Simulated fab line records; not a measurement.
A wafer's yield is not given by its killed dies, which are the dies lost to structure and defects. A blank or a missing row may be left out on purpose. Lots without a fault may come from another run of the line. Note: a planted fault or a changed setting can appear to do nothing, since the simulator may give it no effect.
What tool caused it? :: flow nand_harc :: 12 lots with 36 wafers sampled at 6 steps, on a route of 1302 steps

## WHAT THE GAUGES READ, wafer by wafer
NHARC_P_GATE_CD_MEAS_46: target cd 720 nm.
lot: L983
measured: day 5 19:05
on: cd_sem-02
cd_nm (nm): 722.2 719.7 721.6

lot: L984
measured: day 6 06:28
on: cd_sem-02
cd_nm (nm): 721.2 720.4 721.9

lot: L986
measured: day 7 08:37
on: cd_sem-02
cd_nm (nm): 719.8 717.8 719.1

lot: L989
measured: day 8 09:52
on: cd_sem-03
cd_nm (nm): 720.8 721.2 718.8

lot: L995
measured: day 11 01:38
on: cd_sem-02
cd_nm (nm): 792.5 826.1 740.1

lot: L997
measured: day 11 15:31
on: cd_sem-03
cd_nm (nm): 748.5 802.0 744.4

lot: L996
measured: day 11 13:31
on: cd_sem-03
cd_nm (nm): 734.1 781.6 754.0

lot: L100
measured: day 13 02:14
on: cd_sem-03
cd_nm (nm): 721.1 720.6 721.8

lot: L101
measured: day 13 13:41
on: cd_sem-02
cd_nm (nm): 722.0 721.9 723.3

lot: L103
measured: day 14 05:50
on: cd_sem-02
cd_nm (nm): 725.0 724.5 724.7

lot: L102
measured: day 14 06:13
on: cd_sem-02
cd_nm (nm): 720.3 722.5 720.4

lot: L105
measured: day 15 02:41
on: cd_sem-01
cd_nm (nm): 718.3 719.5 722.3

NHARC_END_SORT_01.
lot: L996
measured: day 30 11:35
on: prober-01
killed_at_array: 21
killed_at_other: 0
killed_at_periphery: 4
killed_dies: 25
killed_open: 1
killed_short: 2

## TOOL THAT RAN EACH LOT (tool first, then ch and the chambers of the sampled wafers, then the start)
lot: L983
NHARC_P_GATE_DESCUM_31: rie_diel-10 ch 1,2,3, day 5 07:22
NHARC_P_GATE_HM_OPEN_105: rie_diel-10 ch 0,1,3, day 5 18:56 or earlier
NHARC_P_GATE_EXPOSE_43: krf_scanner-03 ch 0, day 5 18:56
NHARC_P_GATE_STRIP_112: plasma_asher-01 ch 0,1, day 5 21:26

lot: L984
NHARC_P_GATE_DESCUM_31: rie_diel-09 ch 2,3, day 5 18:52
NHARC_P_GATE_HM_OPEN_105: rie_diel-09 ch 0,1,2, day 6 06:19 or earlier
NHARC_P_GATE_EXPOSE_43: krf_scanner-04 ch 0, day 6 06:19
NHARC_P_GATE_STRIP_112: plasma_asher-01 ch 0,1, day 6 08:47

lot: L986
NHARC_P_GATE_DESCUM_31: rie_diel-04 ch 0,1,2, day 6 20:51
NHARC_P_GATE_HM_OPEN_105: rie_diel-04 ch 0,1,2, day 7 08:28 or earlier
NHARC_P_GATE_EXPOSE_43: krf_scanner-03 ch 0, day 7 08:28
NHARC_P_GATE_STRIP_112: plasma_asher-01 ch 0,1, day 7 11:14

lot: L989
NHARC_P_GATE_DESCUM_31: rie_diel-09 ch 0,2,3, day 7 22:04
NHARC_P_GATE_HM_OPEN_105: rie_diel-09 ch 0,1, day 8 09:43 or earlier
NHARC_P_GATE_EXPOSE_43: krf_scanner-01 ch 0, day 8 09:43
NHARC_P_GATE_STRIP_112: plasma_asher-01 ch 0,1, day 8 12:04

lot: L995
NHARC_P_GATE_DESCUM_31: rie_diel-10 ch 1,3, day 10 13:53
NHARC_P_GATE_HM_OPEN_105: rie_diel-10 ch 0,2, day 11 01:28 or earlier
NHARC_P_GATE_EXPOSE_43: krf_scanner-01 ch 0, day 11 01:28
NHARC_P_GATE_STRIP_112: plasma_asher-02 ch 0, day 11 03:52

lot: L997
NHARC_P_GATE_DESCUM_31: rie_diel-09 ch 1,2,3, day 11 01:34
NHARC_P_GATE_HM_OPEN_105: rie_diel-09 ch 1,3, day 11 15:21 or earlier
NHARC_P_GATE_EXPOSE_43: krf_scanner-01 ch 0, day 11 15:21
NHARC_P_GATE_STRIP_112: plasma_asher-01 ch 0,1, day 11 19:08

lot: L996
NHARC_P_GATE_DESCUM_31: rie_diel-10 ch 2,3, day 11 01:46
NHARC_P_GATE_HM_OPEN_105: rie_diel-10 ch 0,3, day 11 13:22 or earlier
NHARC_P_GATE_EXPOSE_43: krf_scanner-01 ch 0, day 11 13:22
NHARC_P_GATE_STRIP_112: plasma_asher-01 ch 0,1, day 11 15:56

lot: L100
NHARC_P_GATE_DESCUM_31: rie_diel-10 ch 0,1,2, day 12 12:24
NHARC_P_GATE_HM_OPEN_105: rie_diel-10 ch 1,3, day 13 02:05 or earlier
NHARC_P_GATE_EXPOSE_43: krf_scanner-04 ch 0, day 13 02:05
NHARC_P_GATE_STRIP_112: plasma_asher-01 ch 0,1, day 13 04:32

lot: L101
NHARC_P_GATE_DESCUM_31: rie_diel-04 ch 2,3, day 13 01:58
NHARC_P_GATE_HM_OPEN_105: rie_diel-04 ch 0,2, day 13 13:32 or earlier
NHARC_P_GATE_EXPOSE_43: krf_scanner-04 ch 0, day 13 13:32
NHARC_P_GATE_STRIP_112: plasma_asher-02 ch 0,1, day 13 16:04

lot: L103
NHARC_P_GATE_DESCUM_31: rie_diel-10 ch 0,2,3, day 13 17:59
NHARC_P_GATE_HM_OPEN_105: rie_diel-10 ch 1,3, day 14 05:41 or earlier
NHARC_P_GATE_EXPOSE_43: krf_scanner-01 ch 0, day 14 05:41
NHARC_P_GATE_STRIP_112: plasma_asher-01 ch 0,1, day 14 08:06

lot: L102
NHARC_P_GATE_DESCUM_31: rie_diel-10 ch 0,1,3, day 13 18:29
NHARC_P_GATE_HM_OPEN_105: rie_diel-10 ch 1,2,3, day 14 06:04 or earlier
NHARC_P_GATE_EXPOSE_43: krf_scanner-04 ch 0, day 14 06:04
NHARC_P_GATE_STRIP_112: plasma_asher-02 ch 0,1, day 14 08:36

lot: L105
NHARC_P_GATE_DESCUM_31: rie_diel-04 ch 0,1,2, day 14 12:41
NHARC_P_GATE_HM_OPEN_105: rie_diel-04 ch 1,2,3, day 15 02:32 or earlier
NHARC_P_GATE_EXPOSE_43: krf_scanner-01 ch 0, day 15 02:32
NHARC_P_GATE_STRIP_112: plasma_asher-01 ch 0,1, day 15 05:04
- NHARC_P_GATE_DESCUM_31: chemistry O2, time 3 s.
- NHARC_P_GATE_HM_OPEN_105: chemistry O2/COS, target depth 360 nm.
- NHARC_P_GATE_EXPOSE_43: exposes mask P NSD, target cd 720 nm.
- NHARC_P_GATE_STRIP_112: strips in N2/H2, time 200 s.

## AS READ BY THE TOOLS THEMSELVES (means over the sampled wafers that have a number; for cases with no such wafer, the mark the record gives instead)
NHARC_P_GATE_DESCUM_31.
lot: L983
tool: rie_diel-10
drypump_motor_current_A (A): 5.5
mfc_ar_sccm (sccm): 0.010
oes_product_au (a.u.): 0.998
rf_vpp_V (V): 57.6
showerhead_plenum_p_Torr (Torr): 1.97
throttle_valve_pct (%): 11.308

lot: L984
tool: rie_diel-09
drypump_motor_current_A (A): 6.1
mfc_ar_sccm (sccm): 0.014
oes_product_au (a.u.): 1.005
rf_vpp_V (V): 57.7
showerhead_plenum_p_Torr (Torr): 2.02
throttle_valve_pct (%): 11.303

lot: L986
tool: rie_diel-04
drypump_motor_current_A (A): 6.3
mfc_ar_sccm (sccm): 0.000
oes_product_au (a.u.): 1.009
rf_vpp_V (V): 57.7
showerhead_plenum_p_Torr (Torr): 1.86
throttle_valve_pct (%): 11.316

lot: L989
tool: rie_diel-09
drypump_motor_current_A (A): 6.2
mfc_ar_sccm (sccm): 0.009
oes_product_au (a.u.): 0.992
rf_vpp_V (V): 58.6
showerhead_plenum_p_Torr (Torr): 2.01
throttle_valve_pct (%): 11.308

lot: L995
tool: rie_diel-10
drypump_motor_current_A (A): 5.4
mfc_ar_sccm (sccm): 0.015
oes_product_au (a.u.): 1.001
rf_vpp_V (V): 57.9
showerhead_plenum_p_Torr (Torr): 1.96
throttle_valve_pct (%): 11.319

lot: L997
tool: rie_diel-09
drypump_motor_current_A (A): 5.8
mfc_ar_sccm (sccm): 0.010
oes_product_au (a.u.): 1.000
rf_vpp_V (V): 59.1
showerhead_plenum_p_Torr (Torr): 2.01
throttle_valve_pct (%): 11.310

lot: L996
tool: rie_diel-10
drypump_motor_current_A (A): 5.6
mfc_ar_sccm (sccm): 0.005
oes_product_au (a.u.): 0.984
rf_vpp_V (V): 58.7
showerhead_plenum_p_Torr (Torr): 1.97
throttle_valve_pct (%): 11.313

lot: L100
tool: rie_diel-10
drypump_motor_current_A (A): 5.6
mfc_ar_sccm (sccm): 0.010
oes_product_au (a.u.): 0.992
rf_vpp_V (V): 57.5
showerhead_plenum_p_Torr (Torr): 1.94
throttle_valve_pct (%): 11.312

lot: L101
tool: rie_diel-04
drypump_motor_current_A (A): 5.3
mfc_ar_sccm (sccm): 0.015
oes_product_au (a.u.): 0.991
rf_vpp_V (V): 58.5
showerhead_plenum_p_Torr (Torr): 1.98
throttle_valve_pct (%): 11.312

lot: L103
tool: rie_diel-10
drypump_motor_current_A (A): 5.7
mfc_ar_sccm (sccm): 0.003
oes_product_au (a.u.): 0.996
rf_vpp_V (V): 56.9
showerhead_plenum_p_Torr (Torr): 1.99
throttle_valve_pct (%): 11.306

lot: L102
tool: rie_diel-10
drypump_motor_current_A (A): 5.6
mfc_ar_sccm (sccm): 0.008
oes_product_au (a.u.): 0.994
rf_vpp_V (V): 57.7
showerhead_plenum_p_Torr (Torr): 1.99
throttle_valve_pct (%): 11.308

lot: L105
tool: rie_diel-04
drypump_motor_current_A (A): 6.3
mfc_ar_sccm (sccm): 0.000
oes_product_au (a.u.): 1.018
rf_vpp_V (V): 57.4
showerhead_plenum_p_Torr (Torr): 1.85
throttle_valve_pct (%): 11.314

NHARC_P_GATE_HM_OPEN_105.
lot: L983
tool: rie_diel-10
drypump_motor_current_A (A): 5.6
mfc_ar_sccm (sccm): 0.008
oes_product_au (a.u.): 1.002
rf_vpp_V (V): 469.3
showerhead_plenum_p_Torr (Torr): 3.25
throttle_valve_pct (%): 28.328

lot: L984
tool: rie_diel-09
drypump_motor_current_A (A): 5.9
mfc_ar_sccm (sccm): 0.007
oes_product_au (a.u.): 0.993
rf_vpp_V (V): 469.2
showerhead_plenum_p_Torr (Torr): 3.24
throttle_valve_pct (%): 28.337

lot: L986
tool: rie_diel-04
drypump_motor_current_A (A): 6.3
mfc_ar_sccm (sccm): 0.000
oes_product_au (a.u.): 1.014
rf_vpp_V (V): 464.3
showerhead_plenum_p_Torr (Torr): 3.03
throttle_valve_pct (%): 28.321

lot: L989
tool: rie_diel-09
drypump_motor_current_A (A): 5.6
mfc_ar_sccm (sccm): 0.003
oes_product_au (a.u.): 1.002
rf_vpp_V (V): 468.9
showerhead_plenum_p_Torr (Torr): 3.22
throttle_valve_pct (%): 28.341

lot: L995
tool: rie_diel-10
drypump_motor_current_A (A): 5.7
mfc_ar_sccm (sccm): 0.003
oes_product_au (a.u.): 0.985
rf_vpp_V (V): 469.2
showerhead_plenum_p_Torr (Torr): 3.21
throttle_valve_pct (%): 28.331

lot: L997
tool: rie_diel-09
drypump_motor_current_A (A): 5.7
mfc_ar_sccm (sccm): 0.008
oes_product_au (a.u.): 1.000
rf_vpp_V (V): 470.1
showerhead_plenum_p_Torr (Torr): 3.27
throttle_valve_pct (%): 28.332

lot: L996
tool: rie_diel-10
drypump_motor_current_A (A): 5.7
mfc_ar_sccm (sccm): 0.001
oes_product_au (a.u.): 0.993
rf_vpp_V (V): 470.7
showerhead_plenum_p_Torr (Torr): 3.28
throttle_valve_pct (%): 28.331

lot: L100
tool: rie_diel-10
drypump_motor_current_A (A): 5.5
mfc_ar_sccm (sccm): 0.007
oes_product_au (a.u.): 1.002
rf_vpp_V (V): 470.3
showerhead_plenum_p_Torr (Torr): 3.27
throttle_valve_pct (%): 28.331

lot: L101
tool: rie_diel-04
drypump_motor_current_A (A): 6.6
mfc_ar_sccm (sccm): 0.000
oes_product_au (a.u.): 1.011
rf_vpp_V (V): 463.8
showerhead_plenum_p_Torr (Torr): 2.98
throttle_valve_pct (%): 28.326

lot: L103
tool: rie_diel-10
drypump_motor_current_A (A): 5.5
mfc_ar_sccm (sccm): 0.007
oes_product_au (a.u.): 1.002
rf_vpp_V (V): 471.1
showerhead_plenum_p_Torr (Torr): 3.27
throttle_valve_pct (%): 28.331

lot: L102
tool: rie_diel-10
drypump_motor_current_A (A): 5.5
mfc_ar_sccm (sccm): 0.010
oes_product_au (a.u.): 1.003
rf_vpp_V (V): 469.8
showerhead_plenum_p_Torr (Torr): 3.20
throttle_valve_pct (%): 28.330

lot: L105
tool: rie_diel-04
drypump_motor_current_A (A): 5.6
mfc_ar_sccm (sccm): 0.007
oes_product_au (a.u.): 1.004
rf_vpp_V (V): 468.5
showerhead_plenum_p_Torr (Torr): 3.15
throttle_valve_pct (%): 28.338

NHARC_P_GATE_EXPOSE_43.
lot: L983
tool: krf_scanner-03
exposure_dose_mJ_cm2: 14.813

lot: L984
tool: krf_scanner-04
exposure_dose_mJ_cm2: 14.798

lot: L986
tool: krf_scanner-03
exposure_dose_mJ_cm2: 14.833

lot: L989
tool: krf_scanner-01
exposure_dose_mJ_cm2: 14.836

lot: L995
tool: krf_scanner-01
exposure_dose_mJ_cm2: 14.816

lot: L997
tool: krf_scanner-01
exposure_dose_mJ_cm2: 14.817

lot: L996
tool: krf_scanner-01
exposure_dose_mJ_cm2: 14.820

lot: L100
tool: krf_scanner-04
exposure_dose_mJ_cm2: 14.799

lot: L101
tool: krf_scanner-04
exposure_dose_mJ_cm2: 14.799

lot: L103
tool: krf_scanner-01
exposure_dose_mJ_cm2: 14.810

lot: L102
tool: krf_scanner-04
exposure_dose_mJ_cm2: 14.798

lot: L105
tool: krf_scanner-01
exposure_dose_mJ_cm2: 14.809

NHARC_P_GATE_STRIP_112.
lot: L983
tool: plasma_asher-01
drypump_motor_current_A (A): 5.7
heater_power_w (W): 104

lot: L984
tool: plasma_asher-01
drypump_motor_current_A (A): 5.7
heater_power_w (W): 104

lot: L986
tool: plasma_asher-01
drypump_motor_current_A (A): 6.0
heater_power_w (W): 104

lot: L989
tool: plasma_asher-01
drypump_motor_current_A (A): 5.7
heater_power_w (W): 101

lot: L995
tool: plasma_asher-02
drypump_motor_current_A (A): 4.7
heater_power_w (W): 91

lot: L997
tool: plasma_asher-01
drypump_motor_current_A (A): 5.7
heater_power_w (W): 102

lot: L996
tool: plasma_asher-01
drypump_motor_current_A (A): 5.7
heater_power_w (W): 101

lot: L100
tool: plasma_asher-01
drypump_motor_current_A (A): 6.0
heater_power_w (W): 103

lot: L101
tool: plasma_asher-02
drypump_motor_current_A (A): 6.0
heater_power_w (W): 88

lot: L103
tool: plasma_asher-01
drypump_motor_current_A (A): 5.7
heater_power_w (W): 102

lot: L102
tool: plasma_asher-02
drypump_motor_current_A (A): 5.3
heater_power_w (W): 90

lot: L105
tool: plasma_asher-01
drypump_motor_current_A (A): 5.7
heater_power_w (W): 102

## THE ANSWER, worked out from the rows above alone
Rule: what is usual is taken from the lots themselves. The widest of any qualifying gaps counts: lots, ordered by their means at a reading, are off when they make up no more than a third of the lots, leave a main group of 4 or more, and stand apart from it by 3 or more times the standard deviation of that group's means. A main group whose means are all the same, to the digits that the tables above print for the reading, isn't used. A lot without any number at a reading at which 4 lots or more have one is off too. Where the step has rows for the other lots, those lots are counted as sound. Order of review: gauges by route order, followed by the tools' own readings, for which a lot's mean as printed above is used. At the first step where some lot is off, the reading lying furthest off is the one used; lots without a number count as furthest.
Off at NHARC_P_GATE_CD_MEAS_46 (cd_nm): L995, L997, L996. The main group has a mean of 721.2 nm with a standard deviation of 1.5.
If a tool, at a process step before that reading, ran all the lots that are off and no sound lot after the first of them, it fits. Gauges at NHARC_P_GATE_CD_MEAS_46: tried the same way as those tools. NHARC_P_GATE_HM_OPEN_105: start missing for some lots; hours and lot order therefore follow NHARC_P_GATE_EXPOSE_43. None of those tried fits.

## WHAT THE SIMULATOR HAD PUT IN
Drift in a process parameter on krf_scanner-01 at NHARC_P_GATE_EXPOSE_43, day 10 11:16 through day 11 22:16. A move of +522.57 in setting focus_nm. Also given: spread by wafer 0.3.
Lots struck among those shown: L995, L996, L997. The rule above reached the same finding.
